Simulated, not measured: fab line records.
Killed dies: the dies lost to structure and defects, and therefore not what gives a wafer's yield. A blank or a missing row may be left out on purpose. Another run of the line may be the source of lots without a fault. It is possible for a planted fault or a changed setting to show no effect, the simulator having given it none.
Which of the tools did it?    flow n5Finfet    24 lots, 72 wafers sampled, at 6 steps of a route of 1938

## WHAT EACH GAUGE READ, for each wafer
N5_BEOL_M14_OVL_MEAS_11.
lot   measured      on          V13_OVL (nm)
L074  day 12 21:05  overlay-02  0 0 -5
L075  day 13 23:04  overlay-02  1 -6 1
L077  day 13 23:23  overlay-01  11 3 7
L076  day 14 03:38  overlay-01  4 7 15
L078  day 14 06:40  overlay-02  7 9 0
L079  day 14 06:43  overlay-01  8 7 4
L081  day 14 16:37  overlay-01  6 2 7
L082  day 14 22:06  overlay-02  4 10 9
L080  day 15 02:23  overlay-01  -1 2 2
L084  day 15 03:04  overlay-01  4 6 7
L083  day 15 05:42  overlay-01  3 7 6
L085  day 15 23:46  overlay-02  17 4 10
L086  day 16 04:56  overlay-01  -1 0 1
L088  day 16 10:34  overlay-01  -1 -7 -5
L087  day 16 11:21  overlay-02  -4 -4 -3
L089  day 17 03:36  overlay-02  5 5 3
L093  day 17 20:47  overlay-02  5 10 10
L092  day 17 20:57  overlay-02  3 5 8
L090  day 18 01:49  overlay-02  4 10 8
L091  day 18 02:32  overlay-02  5 2 1
L096  day 18 22:36  overlay-02  3 3 10
L095  day 19 03:10  overlay-02  3 4 9
L097  day 19 13:14  overlay-02  5 8 6
L094  day 19 22:15  overlay-01  1 -1 0

N5_BEOL_M14_CD_MEAS_28 targets a cd of 284.4 nm.
lot   measured      on        cdNm (nm)
L074  day 12 22:13  cdSem-03  286.7 284.5 284.9
L075  day 14 00:23  cdSem-01  285.6 284.0 282.6
L077  day 14 01:14  cdSem-01  282.5 284.2 282.8
L076  day 14 04:27  cdSem-03  285.2 286.0 283.7
L078  day 14 07:38  cdSem-02  284.9 284.7 285.3
L079  day 14 07:48  cdSem-02  283.4 283.0 284.0
L081  day 14 17:36  cdSem-02  283.4 284.0 282.6
L082  day 14 23:03  cdSem-03  283.6 281.8 282.1
L080  day 15 03:52  cdSem-03  285.2 285.1 284.4
L084  day 15 04:03  cdSem-02  283.7 284.2 282.6
L083  day 15 06:40  cdSem-03  284.7 283.1 284.2
L085  day 16 00:35  cdSem-01  283.1 283.1 283.6
L086  day 16 05:53  cdSem-03  281.5 282.8 285.6
L088  day 16 11:37  cdSem-01  283.3 283.6 284.1
L087  day 16 12:18  cdSem-03  285.3 283.7 285.5
L089  day 17 04:25  cdSem-02  286.0 285.8 286.0
L093  day 17 21:44  cdSem-03  285.5 285.7 285.7
L092  day 17 22:09  cdSem-03  286.3 287.3 286.2
L090  day 18 02:38  cdSem-02  286.0 285.2 285.6
L091  day 18 03:22  cdSem-02  284.7 285.3 285.1
L096  day 18 23:25  cdSem-01  284.0 285.8 286.1
L095  day 19 04:08  cdSem-01  286.1 283.3 282.7
L097  day 19 14:06  cdSem-01  283.6 285.0 284.0
L094  day 19 23:11  cdSem-02  285.1 286.2 285.6

N5_BEOL_M14_RS_MEAS_54: uses a four-point probe to measure.
lot   measured      on            M14_RS (ohm/sq)
L074  day 13 04:13  filmMetro-02  0.0333 0.0337 0.0332
L075  day 14 03:44  filmMetro-02  0.0335 0.0331 0.0333
L077  day 14 06:19  filmMetro-02  0.0333 0.0332 0.0333
L076  day 14 07:37  filmMetro-01  0.0340 0.0338 0.0330
L078  day 14 12:58  filmMetro-02  0.0329 0.0329 0.0331
L079  day 14 13:34  filmMetro-01  0.0327 0.0328 0.0329
L081  day 14 20:05  filmMetro-02  0.0334 0.0332 0.0334
L082  day 15 02:13  filmMetro-02  0.0336 0.0334 0.0330
L080  day 15 09:31  filmMetro-02  0.0332 0.0331 0.0337
L084  day 15 10:41  filmMetro-01  0.0334 0.0327 0.0330
L083  day 15 10:43  filmMetro-02  0.0334 0.0333 0.0339
L085  day 16 05:22  filmMetro-02  0.0336 0.0336 0.0343
L086  day 16 10:25  filmMetro-01  0.0330 0.0337 0.0333
L088  day 16 14:41  filmMetro-02  0.0331 0.0336 0.0332
L087  day 16 15:01  filmMetro-02  0.0327 0.0329 0.0327
L089  day 17 06:59  filmMetro-02  0.0332 0.0339 0.0333
L093  day 18 04:01  filmMetro-01  0.0336 0.0336 0.0334
L092  day 18 05:20  filmMetro-01  0.0338 0.0328 0.0332
L090  day 18 07:19  filmMetro-01  0.0334 0.0328 0.0335
L091  day 18 07:45  filmMetro-02  0.0329 0.0328 0.0335
L096  day 19 03:59  filmMetro-02  0.0336 0.0332 0.0328
L095  day 19 07:45  filmMetro-01  0.0338 0.0329 0.0339
L097  day 19 18:05  filmMetro-01  0.0329 0.0331 0.0338
L094  day 20 04:05  filmMetro-01  0.0336 0.0324 0.0336

## TOOL THAT RAN EACH LOT (tool first, then ch and the chambers of the sampled wafers, then the start)
lot   N5_BEOL_M13_ETCH_38                N5_BEOL_M14_STRIP_64                          N5_BEOL_M14_PRE_CLEAN_42
L074  rieDiel-02 ch 0,1,2, day 12 18:32  rieDiel-04 ch 0,3, day 12 22:13 or earlier    pvdSputter-02, day 13 02:56
L075  rieDiel-02 ch 1,2,3, day 13 20:38  rieDiel-04 ch 0,2,3, day 14 00:23 or earlier  pvdSputter-02, day 14 02:31
L077  rieDiel-03 ch 0,2,3, day 13 20:55  rieDiel-01 ch 2,3, day 14 01:14 or earlier    pvdSputter-02, day 14 04:51
L076  rieDiel-02 ch 0,1,3, day 14 01:27  rieDiel-04 ch 1,2,3, day 14 04:27 or earlier  pvdSputter-02, day 14 06:23
L078  rieDiel-05 ch 0,1, day 14 04:23    rieDiel-04 ch 0,1,3, day 14 07:38 or earlier  pvdSputter-02, day 14 11:44
L079  rieDiel-02 ch 2,3, day 14 04:28    rieDiel-01 ch 1,2, day 14 07:48 or earlier    pvdSputter-02, day 14 12:15
L081  rieDiel-03 ch 0,2, day 14 14:21    rieDiel-04 ch 1,3, day 14 17:36 or earlier    pvdSputter-03, day 14 18:52
L082  rieDiel-05 ch 1,2, day 14 19:49    rieDiel-01 ch 0,1,2, day 14 23:03 or earlier  pvdSputter-03, day 15 00:59
L080  rieDiel-05 ch 1,2, day 14 23:56    rieDiel-06 ch 1,2, day 15 03:52 or earlier    pvdSputter-03, day 15 07:50
L084  rieDiel-05 ch 1,2,3, day 15 00:58  rieDiel-01 ch 0,3, day 15 04:03 or earlier    pvdSputter-03, day 15 08:17
L083  rieDiel-02 ch 0,3, day 15 03:25    rieDiel-06 ch 1,3, day 15 06:40 or earlier    pvdSputter-01, day 15 08:39
L085  rieDiel-02 ch 0,2,3, day 15 21:19  rieDiel-06 ch 0,1,3, day 16 00:35 or earlier  pvdSputter-03, day 16 03:58
L086  rieDiel-03 ch 0,3, day 16 01:59    rieDiel-06 ch 0,3, day 16 05:53 or earlier    pvdSputter-03, day 16 09:09
L088  rieDiel-02 ch 0,2,3, day 16 06:36  rieDiel-01 ch 1,2,3, day 16 11:37 or earlier  pvdSputter-02, day 16 13:28
L087  rieDiel-05 ch 0,2,3, day 16 09:07  rieDiel-04 ch 1,3, day 16 12:18 or earlier    pvdSputter-02, day 16 13:47
L089  rieDiel-03 ch 0,1, day 16 23:31    rieDiel-01 ch 1,3, day 17 04:25 or earlier    pvdSputter-01, day 17 05:29
L093  rieDiel-03 ch 0,1,3, day 17 18:14  rieDiel-01 ch 0,3, day 17 21:44 or earlier    pvdSputter-03, day 18 02:40
L092  rieDiel-02 ch 0,3, day 17 18:27    rieDiel-01 ch 0,1, day 17 22:09 or earlier    pvdSputter-03, day 18 03:32
L090  rieDiel-05 ch 0,1,3, day 17 18:32  rieDiel-06 ch 1,3, day 18 02:38 or earlier    pvdSputter-02, day 18 03:59
L091  rieDiel-03 ch 0,2,3, day 17 22:02  rieDiel-06 ch 1,2,3, day 18 03:22 or earlier  pvdSputter-01, day 18 05:09
L096  rieDiel-03 ch 0,2,3, day 18 19:14  rieDiel-04 ch 1,2,3, day 18 23:25 or earlier  pvdSputter-03, day 19 01:51
L095  rieDiel-03 ch 0,2,3, day 19 00:43  rieDiel-06 ch 0,1,3, day 19 04:08 or earlier  pvdSputter-02, day 19 06:07
L097  rieDiel-03 ch 0,1,3, day 19 10:20  rieDiel-06 ch 0,1,3, day 19 14:06 or earlier  pvdSputter-03, day 19 16:51
L094  rieDiel-03 ch 0,1, day 19 19:39    rieDiel-04 ch 0,2,3, day 19 23:11 or earlier  pvdSputter-03, day 20 02:52
- N5_BEOL_M13_ETCH_38: etches SiCN in CF4/N2, target depth 67.5 nm, time 71.9 s.
- N5_BEOL_M14_STRIP_64: strips in O2.
- N5_BEOL_M14_PRE_CLEAN_42: time 30 s.

## WHAT THE TOOLS THEMSELVES READ (means of the sampled wafers that have a number; where no wafer has one, the mark that the record gives instead)
N5_BEOL_M13_ETCH_38.
lot   tool        drypumpMotorCurrentA (A)  oesProductAu (a.u.)  rfFwdPowerW (W)  rfVppV (V)  showerheadPlenumPTorr (Torr)  throttleValvePct (%)
L074  rieDiel-02  5.5                       0.84                 428.4            381.5       2.16                          15.47
L075  rieDiel-02  5.9                       0.76                 428.3            379.6       2.11                          15.54
L077  rieDiel-03  5.7                       0.71                 428.2            382.6       2.23                          15.64
L076  rieDiel-02  5.4                       0.78                 428.5            381.3       2.15                          15.50
L078  rieDiel-05  5.7                       0.72                 428.4            381.5       2.19                          15.32
L079  rieDiel-02  6.0                       0.78                 429.4            379.7       2.13                          15.47
L081  rieDiel-03  5.8                       0.70                 427.8            381.5       2.16                          15.65
L082  rieDiel-05  5.9                       0.87                 427.6            381.6       2.18                          15.35
L080  rieDiel-05  5.6                       0.84                 428.6            381.7       2.20                          15.28
L084  rieDiel-05  6.0                       0.81                 428.0            382.5       2.19                          15.47
L083  rieDiel-02  5.2                       0.84                 428.4            381.9       2.19                          15.39
L085  rieDiel-02  5.6                       0.79                 427.9            381.8       2.16                          15.46
L086  rieDiel-03  5.6                       0.71                 428.7            384.2       2.28                          15.65
L088  rieDiel-02  5.6                       0.79                 429.4            381.2       2.15                          15.47
L087  rieDiel-05  6.1                       0.84                 427.7            381.3       2.17                          15.41
L089  rieDiel-03  5.8                       0.70                 428.4            382.0       2.22                          15.77
L093  rieDiel-03  5.7                       0.70                 429.6            383.3       2.25                          15.72
L092  rieDiel-02  5.2                       0.81                 428.0            380.9       2.18                          15.45
L090  rieDiel-05  5.9                       0.82                 429.1            381.8       2.19                          15.35
L091  rieDiel-03  5.7                       0.78                 427.6            384.2       2.31                          15.50
L096  rieDiel-03  5.7                       0.78                 427.8            384.5       2.30                          15.51
L095  rieDiel-03  5.7                       0.77                 428.5            384.6       2.30                          15.51
L097  rieDiel-03  5.7                       0.70                 428.2            383.0       2.24                          15.75
L094  rieDiel-03  5.8                       0.71                 428.6            382.7       2.22                          15.80

N5_BEOL_M14_STRIP_64.
lot   tool        drypumpMotorCurrentA (A)  oesProductAu (a.u.)  rfVppV (V)  showerheadPlenumPTorr (Torr)  throttleValvePct (%)
L074  rieDiel-04  6.4                       0.82                 3.4         2.20                          16.57
L075  rieDiel-04  6.1                       0.76                 3.1         2.18                          16.82
L077  rieDiel-01  5.8                       0.75                 3.6         2.07                          16.82
L076  rieDiel-04  5.7                       0.72                 3.4         2.14                          16.78
L078  rieDiel-04  6.1                       0.78                 3.3         2.16                          16.56
L079  rieDiel-01  6.1                       0.79                 3.5         2.05                          16.79
L081  rieDiel-04  5.7                       0.74                 4.1         2.12                          16.51
L082  rieDiel-01  5.9                       0.79                 4.0         2.11                          16.78
L080  rieDiel-06  5.3                       0.73                 3.9         2.15                          16.71
L084  rieDiel-01  5.6                       0.75                 3.4         2.12                          16.85
L083  rieDiel-06  5.8                       0.74                 3.8         2.10                          16.78
L085  rieDiel-06  5.9                       0.73                 3.8         2.08                          16.86
L086  rieDiel-06  5.9                       0.70                 3.3         2.08                          16.87
L088  rieDiel-01  5.8                       0.74                 3.7         2.06                          16.83
L087  rieDiel-04  6.1                       0.72                 3.4         2.13                          16.59
L089  rieDiel-01  5.6                       0.72                 3.5         2.09                          16.86
L093  rieDiel-01  5.6                       0.73                 3.6         2.11                          16.89
L092  rieDiel-01  5.7                       0.76                 3.9         2.13                          16.79
L090  rieDiel-06  5.8                       0.73                 3.4         2.09                          16.82
L091  rieDiel-06  5.5                       0.71                 3.9         2.11                          16.79
L096  rieDiel-04  5.7                       0.86                 3.3         2.12                          16.54
L095  rieDiel-06  5.8                       0.79                 4.1         2.08                          16.75
L097  rieDiel-06  5.8                       0.78                 3.8         2.07                          16.75
L094  rieDiel-04  6.1                       0.87                 3.3         2.16                          16.59

N5_BEOL_M14_PRE_CLEAN_42.
lot   tool           heaterPowerW (W)
L074  pvdSputter-02  494
L075  pvdSputter-02  492
L077  pvdSputter-02  523
L076  pvdSputter-02  513
L078  pvdSputter-02  492
L079  pvdSputter-02  468
L081  pvdSputter-03  403
L082  pvdSputter-03  431
L080  pvdSputter-03  405
L084  pvdSputter-03  429
L083  pvdSputter-01  551
L085  pvdSputter-03  425
L086  pvdSputter-03  420
L088  pvdSputter-02  495
L087  pvdSputter-02  528
L089  pvdSputter-01  479
L093  pvdSputter-03  433
L092  pvdSputter-03  437
L090  pvdSputter-02  472
L091  pvdSputter-01  533
L096  pvdSputter-03  433
L095  pvdSputter-02  513
L097  pvdSputter-03  431
L094  pvdSputter-03  434

## THE ANSWER, worked out from the rows above alone
Rule: usual is defined by the lots themselves. Put in order of their means at a reading, lots are off if they are a third of the lots or fewer, leave a main group of 4 or more, and stand apart from it by a gap of 3 or more times the standard deviation of the main group's means; of several such gaps the widest counts. A main group whose means are all the same, to the digits that the tables above print for the reading, isn't used. Also off: a lot with no number at a reading for which 4 or more lots have one. The other lots that the step has rows for count as sound. The gauges are gone through in route order, then the tools' own readings, and for those a lot's mean is taken as printed above. At the first step where some lot is off, the reading lying furthest off is the one used; lots without a number count as furthest.
None of the lots is off at any reading shown; this tells nothing.

## WHAT THE SIMULATOR PUT IN
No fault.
